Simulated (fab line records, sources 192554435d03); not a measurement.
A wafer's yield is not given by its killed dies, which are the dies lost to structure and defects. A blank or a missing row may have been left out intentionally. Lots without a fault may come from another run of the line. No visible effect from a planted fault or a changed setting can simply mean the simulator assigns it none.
Split-lot trial | flow n5Finfet | on a route of 1938 steps: 7 lots, 21 wafers read

== SPLIT DETAILS ==
At N5_BEOL_M14_COAT_58 (time 60 s, resist thk 89 nm), the setting spinRpm was moved away from the recipe's 1500 rpm on 3 of the 21 wafers read, by -9.2% to -5.7%. For the rest of the wafers, this setting stayed at what the recipe calls for.

== FROM THE SPLIT TO THE READING: what the file shows between them, 3 steps ==
- N5_BEOL_M14_COAT_04: resist thk 800 nm
- N5_BEOL_M14_EBR_06
- N5_BEOL_M14_DESCUM_15: chemistry O2, time 7.9 s

== THE READING ==
etch.depthNm (the simulator's own value, which no gauge read), in nm, at N5_BEOL_M14_ETCH_59 (etches BARC in N2/H2, target depth 89 nm, overetch 26.7 nm, time 67.9 s). No usual value for it is given in the file. Across the 18 wafers here that went through the recipe, the average is 88.95 nm and the standard deviation 0.21 nm.

wafer  | tool, chamber at the split | spinRpm as run, rpm | against the recipe | etch.depthNm, nm | against lot-mates on the recipe
L075.1 | lithoTrack-05, 0           | 1500                | recipe             | 89.43            | -
L075.2 | lithoTrack-05, 0           | 1500                | recipe             | 89.26            | -
L075.4 | lithoTrack-05, 0           | 1500                | recipe             | 89.02            | -
L078.2 | lithoTrack-02, 0           | 1500                | recipe             | 88.81            | -
L078.5 | lithoTrack-02, 0           | 1500                | recipe             | 88.94            | -
L078.6 | lithoTrack-02, 0           | 1362                | -9.2%              | 93.32            | +4.44
L080.2 | lithoTrack-05, 0           | 1500                | recipe             | 88.61            | -
L080.3 | lithoTrack-05, 0           | 1500                | recipe             | 88.75            | -
L080.5 | lithoTrack-05, 0           | 1500                | recipe             | 88.69            | -
L079.1 | lithoTrack-02, 0           | 1500                | recipe             | 89.31            | -
L079.3 | lithoTrack-02, 0           | 1500                | recipe             | 89.08            | -
L079.4 | lithoTrack-02, 0           | 1500                | recipe             | 89.04            | -
L082.3 | lithoTrack-05, 0           | 1500                | recipe             | 89               | -
L082.4 | lithoTrack-05, 0           | 1500                | recipe             | 88.9             | -
L082.5 | lithoTrack-05, 0           | 1500                | recipe             | 88.73            | -
L088.1 | lithoTrack-05, 0           | 1500                | recipe             | 88.91            | -
L088.5 | lithoTrack-05, 0           | 1410                | -6.0%              | 91.76            | +2.89
L088.6 | lithoTrack-05, 0           | 1500                | recipe             | 88.84            | -
L089.1 | lithoTrack-03, 0           | 1414                | -5.7%              | 91.61            | +2.70
L089.4 | lithoTrack-03, 0           | 1500                | recipe             | 88.86            | -
L089.6 | lithoTrack-03, 0           | 1500                | recipe             | 88.95            | -

THE FIT
A straight line over all 21 wafers: etch.depthNm changes by -0.471 nm for each +1% of spinRpm; r = -0.99; the points scatter about the line by 0.21 nm.
The same after taking each lot's own level away (the mean of its wafers on the recipe; 21 wafers): -0.48 nm for each +1%; r = -1.00; scatter 0.1 nm.
On that fit, the largest move of spinRpm shifts the reading by 4.4 nm.
Across the lots, their own levels run from 88.683 to 89.237 nm, a range of 2.6 times the standard deviation given above.
Hence the lot-to-lot level has little effect on the slope; both slopes agree.
Check: with one of the wafers moved furthest among these (-9.2%) left out of the fit, the line predicts +4.38 nm for it against its lot-mates. Against them it came out at +4.44 nm.

== THESE WAFERS: OTHER SPLITS ==
Before the reading, these wafers also passed through other splits. Each is held against what the fit with the lots' levels taken away leaves over:
other split on the same wafers | wafers away from the commonest value | r with etch.depthNm (lot level and that fit taken away)
N5_BEOL_M11_PECVD_70 tempC     | 9                                    | +0.07
N5_BEOL_M12_ETCH_59 biasW      | 6                                    | +0.18
N5_BEOL_M13_COAT_58 spinRpm    | 6                                    | +0.09
N5_BEOL_M13_COAT_04 spinRpm    | 8                                    | -0.20

== THE WHOLE CHAIN: every reading that the file lists as answering this split, in the file's order ==
step                | what it does                                                            | reading                                                                         | change (the file's fit)               | r (the file's)
N5_BEOL_M14_COAT_58 | time 60 s, resist thk 89 nm                                             | BARC_of_BEOL_M14_COAT_58.thkNm (the simulator's own value, which no gauge read) | -0.484 nm for each +1% of the setting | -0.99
N5_BEOL_M14_ETCH_59 | etches BARC in N2/H2, target depth 89 nm, overetch 26.7 nm, time 67.9 s | etch.depthNm (the simulator's own value, which no gauge read)                   | -0.48 nm for each +1% of the setting  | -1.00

== THE FILE'S OWN FIT ==
etch.depthNm changes by -0.48 nm for each +1% of spinRpm, r = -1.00.
